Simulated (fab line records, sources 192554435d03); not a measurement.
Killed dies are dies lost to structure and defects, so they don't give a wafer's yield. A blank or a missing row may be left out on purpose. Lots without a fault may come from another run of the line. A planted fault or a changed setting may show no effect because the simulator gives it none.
Which tool did it? | flow n5_finfet | 9 lots, 26 wafers sampled, at 5 steps of a route of 1938

WHAT THE GAUGES READ, wafer by wafer
N5_BEOL_M4_RC_MEAS_101.
lot  | measured     | on        | DIBL_N (mV/V)  | DIBL_P (mV/V)  | IOFF_N (nA/um)    | IOFF_P (nA/um)    | ION_N (uA/um) | ION_P (uA/um) | SS_N (mV/dec)  | SS_P (mV/dec)  | VT_N (mV)         | VT_P (mV)
L889 | day 8 20:23  | prober-02 | 33.8 33.5 33.9 | 34.7 34.5 35.1 | 0.143 0.133 0.139 | 0.199 0.186 0.199 | 667 672 663   | 461 464 464   | 71.0 71.5 70.9 | 72.4 72.5 72.8 | 250.9 250.1 250.9 | -250.0 -250.8 -250.2
L890 | day 9 18:23  | prober-02 | 36.5 35.0 36.1 | 37.3 36.3 37.1 | 0.167 0.150 0.163 | 0.198 0.182 0.197 | 677 679 680   | 461 452 462   | 70.8 71.0 71.5 | 74.3 73.0 73.2 | 249.8 252.0 248.3 | -253.7 -254.3 -251.2
L892 | day 9 16:45  | prober-01 | 36.4 37.3 35.5 | 35.8 37.5 35.5 | 0.154 0.167 0.135 | 0.200 0.220 0.189 | 679 662 666   | 463 460 463   | 72.0 71.9 71.7 | 73.5 74.8 72.9 | 249.3 248.3 249.8 | -250.5 -250.0 -253.4
L894 | day 11 00:04 | prober-02 | 34.9 34.8 34.8 | 35.7 33.9 34.9 | 0.133 0.126 0.130 | 0.189 0.161 0.178 | 680 670 668   | 467 454 462   | 71.8 71.0 71.0 | 73.1 73.6 72.1 | 252.7 253.6 253.5 | -250.8 -254.7 -252.7
L897 | day 11 07:58 | prober-02 | 38.2 37.6 36.9 | 38.8 37.3 36.6 | 0.225 0.206 0.182 | 0.247 0.217 0.209 | 690 678 682   | 467 458 458   | 71.5 71.8 71.3 | 74.1 73.2 72.6 | 242.7 244.2 246.1 | -248.1 -253.5 -251.4
L899 | day 11 09:10 | prober-01 | 34.3 35.1 34.8 | 33.5 33.7 34.6 | 0.154 0.163 0.161 | 0.211 0.210 0.225 | 683 681 679   | 472 463 470   | 71.5 71.7 71.2 | 72.7 73.3 74.5 | 248.0 248.1 249.0 | -249.9 -249.2 -248.3
L902 | day 12 14:05 | prober-02 | 37.4 39.0 36.4 | 34.7 36.7 33.5 | 0.139 0.163 0.121 | 0.161 0.193 0.149 | 679 689 669   | 457 463 452   | 71.0 71.4 71.3 | 72.6 73.7 72.6 | 251.0 248.7 252.4 | -255.2 -253.3 -252.7
L905 | day 13 14:14 | prober-02 | 34.5 33.8 35.7 | 36.0 35.6 37.6 | 0.143 0.137 0.164 | 0.198 0.187 0.223 | 681 665 681   | 470 466 467   | 71.5 71.2 71.5 | 73.3 73.1 73.5 | 252.2 253.1 249.4 | -248.9 -253.0 -251.9
L909 | day 14 20:05 | prober-01 | 38.3 39.0      | 36.7 37.2      | 0.169 0.187       | 0.229 0.249       | 669 671       | 460 456       | 72.4 71.6      | 74.0 74.6      | 251.3 248.5       | -251.7 -248.6

WHICH TOOL RAN EACH LOT (tool, then ch and the chambers of the sampled wafers, then the start)
lot  | N5_FIN_CUT_DESCUM_13              | N5_STI_FIN_REVEAL_DENSIFY_30    | N5_DUMMY_GATE_EXPOSE_12          | N5_DUMMY_GATE_ETCH_31
L889 | rie_diel-06 ch 0,1,3, day 2 15:42 | rtp_anneal-01 ch 0, day 2 22:28 | euv_scanner-02 ch 0, day 3 10:13 | rie_diel-03 ch 1,2, day 3 10:56
L890 | rie_diel-01 ch 0,1,2, day 2 21:04 | rtp_anneal-02 ch 0, day 3 04:03 | euv_scanner-02 ch 0, day 3 18:02 | rie_diel-01 ch 0,1,3, day 3 18:43
L892 | rie_diel-06 ch 0,2, day 3 08:53   | rtp_anneal-02 ch 0, day 3 15:59 | euv_scanner-02 ch 0, day 4 03:53 | rie_diel-06 ch 2,3, day 4 04:38
L894 | rie_diel-06 ch 0,3, day 3 20:48   | rtp_anneal-02 ch 0, day 4 04:14 | euv_scanner-01 ch 0, day 4 15:52 | rie_diel-01 ch 0,2,3, day 4 16:56
L897 | rie_diel-01 ch 0,1,3, day 4 14:30 | rtp_anneal-02 ch 0, day 5 00:33 | euv_scanner-02 ch 0, day 5 13:27 | rie_diel-01 ch 0,2, day 5 14:20
L899 | rie_diel-06 ch 1,2,3, day 5 09:16 | rtp_anneal-02 ch 0, day 5 16:02 | euv_scanner-01 ch 0, day 6 03:56 | rie_diel-06 ch 0,2,3, day 6 04:38
L902 | rie_diel-03 ch 0,2,3, day 5 22:46 | rtp_anneal-02 ch 0, day 6 05:16 | euv_scanner-01 ch 0, day 6 17:11 | rie_diel-03 ch 0,3, day 6 17:52
L905 | rie_diel-03 ch 1,2,3, day 6 14:37 | rtp_anneal-02 ch 0, day 6 21:25 | euv_scanner-01 ch 0, day 7 09:46 | rie_diel-03 ch 1,3, day 7 10:27
L909 | rie_diel-06 ch 0,2, day 7 14:25   | rtp_anneal-02 ch 0, day 7 21:02 | euv_scanner-02 ch 0, day 8 08:49 | rie_diel-03 ch 0,2, day 8 09:36
- N5_FIN_CUT_DESCUM_13: chemistry O2, time 7 s.
- N5_STI_FIN_REVEAL_DENSIFY_30
- N5_DUMMY_GATE_EXPOSE_12: exposes mask GATE, target cd 25 nm.
- N5_DUMMY_GATE_ETCH_31: etches SiO2 in C4F6/O2, target depth 82.5 nm, time 27.5 s.

WHAT THE TOOLS THEMSELVES READ (means of the sampled wafers that have a number; where no wafer has one, the mark that the record gives instead)
N5_FIN_CUT_DESCUM_13.
lot  | tool        | drypump_motor_current_A (A) | oes_product_au (a.u.) | rf_vpp_V (V) | showerhead_plenum_p_Torr (Torr) | throttle_valve_pct (%)
L889 | rie_diel-06 | 5.50                        | 0.80                  | 243.0        | 2.10                            | 20.28
L890 | rie_diel-01 | 5.46                        | 0.79                  | 244.1        | 2.13                            | 20.49
L892 | rie_diel-06 | 5.79                        | 0.88                  | 243.8        | 2.19                            | 20.09
L894 | rie_diel-06 | 5.20                        | 0.82                  | 241.6        | 2.05                            | 20.27
L897 | rie_diel-01 | 5.44                        | 0.79                  | 242.8        | 2.11                            | 20.34
L899 | rie_diel-06 | 5.66                        | 0.84                  | 243.2        | 2.11                            | 20.19
L902 | rie_diel-03 | 5.54                        | 0.73                  | 243.5        | 2.09                            | 20.61
L905 | rie_diel-03 | 5.41                        | 0.75                  | 241.9        | 2.03                            | 20.58
L909 | rie_diel-06 | 5.70                        | 0.84                  | 245.1        | 2.17                            | 20.13

N5_STI_FIN_REVEAL_DENSIFY_30.
lot  | tool          | lamp_power_pct (%)
L889 | rtp_anneal-01 | 11.61
L890 | rtp_anneal-02 | 11.53
L892 | rtp_anneal-02 | 11.54
L894 | rtp_anneal-02 | 11.52
L897 | rtp_anneal-02 | 11.48
L899 | rtp_anneal-02 | 11.55
L902 | rtp_anneal-02 | 11.51
L905 | rtp_anneal-02 | 11.56
L909 | rtp_anneal-02 | 11.48

N5_DUMMY_GATE_EXPOSE_12.
lot  | tool           | exposure_dose_mJ_cm2 | stage_msd_nm (nm)
L889 | euv_scanner-02 | 33.97                | 0.862
L890 | euv_scanner-02 | 33.94                | 0.863
L892 | euv_scanner-02 | 33.98                | 0.864
L894 | euv_scanner-01 | 33.95                | 0.832
L897 | euv_scanner-02 | 33.94                | 0.865
L899 | euv_scanner-01 | 33.86                | 0.834
L902 | euv_scanner-01 | 33.89                | 0.834
L905 | euv_scanner-01 | 33.92                | 0.836
L909 | euv_scanner-02 | 33.73                | 0.871

N5_DUMMY_GATE_ETCH_31.
lot  | tool        | C4F6_flow_sccm (sccm) | drypump_motor_current_A (A) | oes_f_703_au (a.u.) | oes_product_au (a.u.) | rf_vpp_V (V) | showerhead_plenum_p_Torr (Torr) | throttle_valve_pct (%)
L889 | rie_diel-03 | 9.99                  | 5.24                        | 0.79                | 0.80                  | 665          | 2.73                            | 21.15
L890 | rie_diel-01 | 10.02                 | 5.42                        | 0.80                | 0.80                  | 667          | 2.87                            | 21.09
L892 | rie_diel-06 | 9.98                  | 5.67                        | 0.81                | 0.80                  | 672          | 2.89                            | 20.88
L894 | rie_diel-01 | 10.02                 | 5.48                        | 0.79                | 0.80                  | 669          | 2.83                            | 21.17
L897 | rie_diel-01 | 10.02                 | 5.48                        | 0.76                | 0.77                  | 675          | 2.85                            | 21.31
L899 | rie_diel-06 | 9.98                  | 5.50                        | 0.82                | 0.82                  | 672          | 2.86                            | 20.91
L902 | rie_diel-03 | 10.02                 | 5.61                        | 0.74                | 0.72                  | 655          | 2.82                            | 21.10
L905 | rie_diel-03 | 10.00                 | 5.40                        | 0.76                | 0.76                  | 662          | 2.70                            | 21.08
L909 | rie_diel-03 | 9.96                  | 5.45                        | 0.74                | 0.73                  | 662          | 2.84                            | 21.35

THE ANSWER, worked out from the rows above alone
Rule: what is usual is taken from the lots themselves. Put in order of their means at a reading, lots are off if they are a third of the lots or fewer, leave a main group of 4 or more, and stand apart from it by a gap of 3 or more times the standard deviation of the main group's means; of several such gaps the widest counts. A main group whose means are all the same, to the digits that the tables above print for the reading, isn't used. A lot without any number at a reading at which 4 lots or more have one is off too. The other lots that the step has rows for count as sound. The gauges are gone through in route order, then the tools' own readings, and for those a lot's mean is taken as printed above. The first step at which some lot is off is used, and at that step the reading that is off furthest; a lot without a number counts as furthest.
Off: L909, at N5_DUMMY_GATE_EXPOSE_12 (exposure_dose_mJ_cm2). The main group: mean 33.93, standard deviation 0.038.
A tool fits if, at that step or a process step before it, it ran every lot that is off, and no sound lot after the first of them. Can't be told from this: 3 tools fit, rie_diel-06 at N5_FIN_CUT_DESCUM_13, rtp_anneal-02 at N5_STI_FIN_REVEAL_DENSIFY_30, euv_scanner-02 at N5_DUMMY_GATE_EXPOSE_12.

WHAT THE SIMULATOR HAD PUT IN
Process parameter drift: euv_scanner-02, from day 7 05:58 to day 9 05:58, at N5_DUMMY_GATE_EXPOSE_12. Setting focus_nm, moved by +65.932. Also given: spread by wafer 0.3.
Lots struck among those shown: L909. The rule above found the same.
